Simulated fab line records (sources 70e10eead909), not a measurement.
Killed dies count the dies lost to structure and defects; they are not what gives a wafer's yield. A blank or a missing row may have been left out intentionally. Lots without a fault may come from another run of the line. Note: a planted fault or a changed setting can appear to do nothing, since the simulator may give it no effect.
Chamber matching / flow nand harc / 4 sister chambers for NHARC_THIN_TSV_CMP_21 on cmp-04
The step polishes, t overpolish 30 s, target thk 2000 nm. 4 wafers are shown with their chamber, then 7 later ones without.

WAFERS, EACH WITH ITS CHAMBER
wafer=L277.2; chamber=1; motor current A (A)=11.6
wafer=L279.1; chamber=3; motor current A (A)=10.4
wafer=L284.3; chamber=2; motor current A (A)=10.7
wafer=L284.4; chamber=0; motor current A (A)=13.0

WAFERS WITH NO CHAMBER GIVEN
wafer=L284.6; motor current A (A)=10.4
wafer=L289.2; motor current A (A)=11.0
wafer=L289.4; motor current A (A)=12.7
wafer=L289.6; motor current A (A)=11.0
wafer=L290.2; motor current A (A)=10.7
wafer=L290.4; motor current A (A)=11.5
wafer=L290.5; motor current A (A)=12.8

WHICH CHAMBER EACH WENT THROUGH
wafer=L284.6; from the rows above=can't be placed: 3 or 2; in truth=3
wafer=L289.2; from the rows above=can't be placed: 2 or 1 or 3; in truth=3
wafer=L289.4; from the rows above=0; in truth=0
wafer=L289.6; from the rows above=can't be placed: 2 or 1 or 3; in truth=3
wafer=L290.2; from the rows above=can't be placed: 2 or 3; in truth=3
wafer=L290.4; from the rows above=1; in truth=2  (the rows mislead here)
wafer=L290.5; from the rows above=0; in truth=0
Correct placement for 2 of the 7. Not placeable from these rows: 4 (in 4, the candidates include the true chamber). Placed wrongly: 1.
How it was worked out, from the rows above alone: a wafer's distance from a chamber is the root of the sum, over the readings, of the square of ((its reading less the chamber's mean) divided by the reading's scatter). The wafer belongs to the nearest chamber; if the next one is less than 2 further off, it can't be placed. Each chamber's mean is taken over the wafers shown for it. The scatter: with one shown wafer a chamber, the root of the mean of the squares of how far each hidden wafer lies from its nearest shown one.
